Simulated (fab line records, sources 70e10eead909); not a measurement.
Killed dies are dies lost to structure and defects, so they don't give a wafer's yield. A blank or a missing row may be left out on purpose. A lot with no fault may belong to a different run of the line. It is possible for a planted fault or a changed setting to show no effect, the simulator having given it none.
Check of tool commonality ; flow nand-harc ; Lots sampled 14, wafers sampled 42

== THE REASON FOR OPENING IT ==
Flagged at NHARC_A_M0_CD_MEAS_09: reading cd-nm, on 2 of 14 lots. No-fault wafers: 80.0 nm, standard deviation 0.63.
Rule: a lot is flagged when every wafer of it that has a number lies more than 4 standard deviations from that mean, or none has a number. The rest of the lots are taken to be sound.

lot;measured;on;cd-nm (nm), wafer by wafer;flag
L996;day 23 09:50;cd-sem-02;79.9 79.2 80.4;
L994;day 23 10:28;cd-sem-02;79.7 79.8 80.2;
L995;day 23 13:32;cd-sem-01;80.1 79.2 80.5;
L997;day 23 20:19;cd-sem-01;79.6 79.7 79.7;
L998;day 24 22:01;cd-sem-01;80.0 79.5 79.9;
L999;day 25 00:46;cd-sem-01;79.8 79.4 79.8;
L100;day 25 23:07;cd-sem-03;80.4 80.3 79.3;
L102;day 27 00:07;cd-sem-03;80.7 81.1 80.4;
L103;day 27 00:50;cd-sem-02;79.1 79.7 80.8;
L111;day 29 22:20;cd-sem-03;80.2 80.5 79.8;
L110;day 30 00:32;cd-sem-03;105.2 105.6 105.1;FLAGGED
L112;day 30 14:56;cd-sem-01;100.5 101.6 101.8;FLAGGED
L114;day 31 07:36;cd-sem-03;80.1 80.0 80.3;
L117;day 32 21:46;cd-sem-02;79.5 79.0 79.2;
Average over the flagged lots: 103.3 nm; offset from the usual +23.3 nm, equal to +37 standard deviations.

== TOOL THAT RAN EACH LOT ==
The record holds 2 process steps before the reading, out of a route of 1302 steps. Each cell gives the tool, then ch followed by the chambers the sampled wafers passed through, then the start.
lot;flag;NHARC_A_BLC_CMP_25;NHARC_A_M0_EXPOSE_06
L996;;cmp-04 ch 0,1,3, day 23 08:34;arfi-scanner-02 ch 0, day 23 09:41
L994;;cmp-02 ch 0,1,2, day 23 09:10;arfi-scanner-01 ch 0, day 23 10:19
L995;;cmp-01 ch 0,1,2, day 23 12:25;arfi-scanner-01 ch 0, day 23 13:23
L997;;cmp-02 ch 0,1,3, day 23 19:08;arfi-scanner-01 ch 0, day 23 20:10
L998;;cmp-04 ch 0,1,2, day 24 20:35;arfi-scanner-03 ch 0, day 24 21:53
L999;;cmp-02 ch 0,1,3, day 24 23:30;arfi-scanner-02 ch 0, day 25 00:37
L100;;cmp-01 ch 1,3, day 25 21:55;arfi-scanner-02 ch 0, day 25 22:58
L102;;cmp-04 ch 0,1,3, day 26 22:51;arfi-scanner-03 ch 0, day 26 23:59
L103;;cmp-01 ch 1,2,3, day 26 23:32;arfi-scanner-01 ch 0, day 27 00:42
L111;;cmp-04 ch 0,1,2, day 29 21:10;arfi-scanner-01 ch 0, day 29 22:12
L110;FLAGGED;cmp-04 ch 0,2, day 29 23:14;arfi-scanner-02 ch 0, day 30 00:23
L112;FLAGGED;cmp-01 ch 0,1,3, day 30 13:46;arfi-scanner-02 ch 0, day 30 14:47
L114;;cmp-01 ch 0,2,3, day 31 06:18;arfi-scanner-03 ch 0, day 31 07:28
L117;;cmp-01 ch 0,2,3, day 32 20:28;arfi-scanner-03 ch 0, day 32 21:38
These steps, and what they do:
- NHARC_A_BLC_CMP_25: polishes, t overpolish 30 s, target thk 150 nm.
- NHARC_A_M0_EXPOSE_06: exposes mask A M0, target cd 80 nm.
- NHARC_A_M0_CD_MEAS_09: target cd 80 nm.

== FLAGGED OVER TOTAL, TOOL BY TOOL (the gauges that took the reading come last) ==
step;tool;lots run;flagged;share of the flagged lots;sound lots run after its first flagged lot
NHARC_A_BLC_CMP_25;cmp-01;6;1;some;2 (L114,L117)
NHARC_A_BLC_CMP_25;cmp-02;3;0;none;-
NHARC_A_BLC_CMP_25;cmp-04;5;1;some;0
NHARC_A_M0_EXPOSE_06;arfi-scanner-01;5;0;none;-
NHARC_A_M0_EXPOSE_06;arfi-scanner-02;5;2;all;0
NHARC_A_M0_EXPOSE_06;arfi-scanner-03;4;0;none;-
NHARC_A_M0_CD_MEAS_09;cd-sem-01;5;1;some;0
NHARC_A_M0_CD_MEAS_09;cd-sem-02;4;0;none;-
NHARC_A_M0_CD_MEAS_09;cd-sem-03;5;1;some;1 (L114)

== THE TABLE: WHAT IT ALLOWS ==
Rows of the table that ran each flagged lot: 1, that is arfi-scanner-02 at NHARC_A_M0_EXPOSE_06.
- arfi-scanner-02 at NHARC_A_M0_EXPOSE_06 ran 5 lots, 2 of them flagged. Last sound lot L100 at day 25 22:58, first flagged lot L110 at day 30 00:23; a fault beginning in between fits. Its own readings lie more than 4 standard deviations out on every wafer of the flagged lots: exposure-dose-mJ-cm2.
One tool is left: arfi-scanner-02 at NHARC_A_M0_EXPOSE_06.

== WHAT THE SIMULATOR HAD PUT IN ==
Drift in process parameters on arfi-scanner-02 at NHARC_A_M0_EXPOSE_06, starting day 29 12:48. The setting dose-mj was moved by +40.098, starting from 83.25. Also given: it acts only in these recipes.
Shown lots that were struck: L110, L112. The rule above found the same.
